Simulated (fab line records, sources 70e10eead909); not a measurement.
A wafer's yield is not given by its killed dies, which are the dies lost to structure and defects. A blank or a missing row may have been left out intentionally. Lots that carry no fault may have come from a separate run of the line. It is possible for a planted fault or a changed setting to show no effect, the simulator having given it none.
A lot that was struck, set against a sound lot | flow nand-harc | 14 out of 1302 route steps
Sound: wafers L681.3, L681.4, L681.5. Struck: wafers L673.2, L673.5, L673.6. The cause is named last.
Per side, at each step with rows, come the tool, then ch with its chambers, and then its first start. Under that, the readings that differ: sound wafers | struck wafers | difference of the means | sigmas: that difference in standard deviations of wafers without a fault.
alike: readings whose means differ by less than 2 such deviations, and words and numbers that are the same on both sides. not compared: withheld readings, readings that some wafer has no value for, bounds like >300 that may hide the same value, and numbers for which the record gives no deviation and whose values overlap.
Wherever a step has rows on one side only, a row that says differs or no value, or a row with sigmas, the two part there. Numbers that don't overlap but have no deviation are shown without sigmas and don't part them. Lack of a reading on every wafer of one side parts them only where that side has two or more wafers.

NHARC_A_DECK1_JOINT_INSPECT_05:
  struck on defect-inspect-02, day 16 05:28; sound on defect-inspect-01, day 19 03:19
  alike: raw-defect-count
next comes 1 step that has no rows for these wafers: NHARC_A_ONON_D2_DEP_00 (target thickness 1000 nm).
NHARC_A_ONON_D2_THK_MEAS_02: measures by ellipsometry.
  struck on film-metro-01, day 16 06:03; sound on film-metro-01, day 19 03:53
  alike: thk-nm
next comes 1 step that has no rows for these wafers: NHARC_A_ONON_D2_DEP_03 (target thickness 1000 nm).
NHARC_A_ONON_D2_THK_MEAS_05: measures by ellipsometry.
  struck on film-metro-01, day 16 06:37; sound on film-metro-01, day 19 04:27
  alike: thk-nm
next comes 1 step that has no rows for these wafers: NHARC_A_ONON_D2_DEP_06 (target thickness 1000 nm).
NHARC_A_ONON_D2_THK_MEAS_08: measures by ellipsometry.
  struck on film-metro-02, day 16 07:11; sound on film-metro-01, day 19 05:01
  alike: thk-nm
next comes 1 step that has no rows for these wafers: NHARC_A_ONON_D2_DEP_09 (target thickness 1000 nm).
NHARC_A_ONON_D2_THK_MEAS_11: measures by ellipsometry.
  struck on film-metro-02, day 16 07:45; sound on film-metro-01, day 19 05:35
  alike: thk-nm
next comes 1 step that has no rows for these wafers: NHARC_A_ONON_D2_DEP_12 (target thickness 1000 nm).
NHARC_A_ONON_D2_THK_MEAS_14: measures by ellipsometry.
  struck on film-metro-02, day 16 08:19; sound on film-metro-01, day 19 06:09
  alike: thk-nm
then, 1 step without rows for these wafers: NHARC_A_ONON_D2_ANNEAL_15 (time 3600 s).
NHARC_A_ONON_D2_DEP_16: target thk 1000 nm.
  sound on pecvd-onon-03 ch 0, day 19 13:07; struck on pecvd-onon-01 ch 0, day 16 15:17
NHARC_A_ONON_D2_THK_MEAS_18: measures by ellipsometry.
  struck on film-metro-01, day 16 15:56; sound on film-metro-01, day 19 13:31
  reading     | sound       | struck      | difference | sigmas
  thk-nm (nm) | 983 984 983 | 523 522 524 | -460       | -42
  not compared: hold

== WHERE THEY PART ==
Within this record, at NHARC_A_ONON_D2_THK_MEAS_18 only.

WHY: what had been put in by the simulator
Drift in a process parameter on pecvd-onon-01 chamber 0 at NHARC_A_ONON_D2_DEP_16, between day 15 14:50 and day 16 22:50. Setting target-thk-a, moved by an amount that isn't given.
